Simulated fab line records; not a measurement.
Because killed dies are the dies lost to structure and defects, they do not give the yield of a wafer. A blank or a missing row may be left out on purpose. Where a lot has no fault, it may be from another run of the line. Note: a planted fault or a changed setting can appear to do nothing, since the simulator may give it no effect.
Chamber matching	flow n5_finfet	rie_diel-04 running N5_MIM_TOP_LITHO_DESCUM_10: 4 sister chambers
The step chemistry O2, time 7.9 s. 4 wafers are shown with their chamber, then 7 later ones without.

== WAFERS, EACH WITH ITS CHAMBER ==
wafer	chamber	throttle_valve_pct (%)
L772.6	1	20.43
L780.5	3	20.77
L783.1	2	20.87
L783.2	0	20.30

== WAFERS WITH NO CHAMBER GIVEN ==
wafer	throttle_valve_pct (%)
L783.6	20.86
L784.1	20.30
L784.2	20.48
L784.3	20.78
L786.1	20.88
L786.4	20.48
L786.6	20.87

== THE CHAMBER EACH PASSED THROUGH ==
wafer	from the rows above	in truth
L783.6	2	2
L784.1	0	0
L784.2	1	1
L784.3	3	3
L786.1	2	2
L786.4	1	1
L786.6	2	2
7 of 7 placed correctly. Left unplaced by these rows: 0. Placed wrongly: 0.
How it was worked out, from the rows above alone: a wafer's distance from a chamber is the root of the sum, over the readings, of the square of ((its reading less the chamber's mean) divided by the reading's scatter). If the next closest chamber is less than 2 further off than the closest, the wafer can't be placed; otherwise it belongs to the closest. For every chamber, the mean is computed from those of its wafers that are shown. The scatter: with one shown wafer a chamber, the root of the mean of the squares of how far each hidden wafer lies from its nearest shown one.
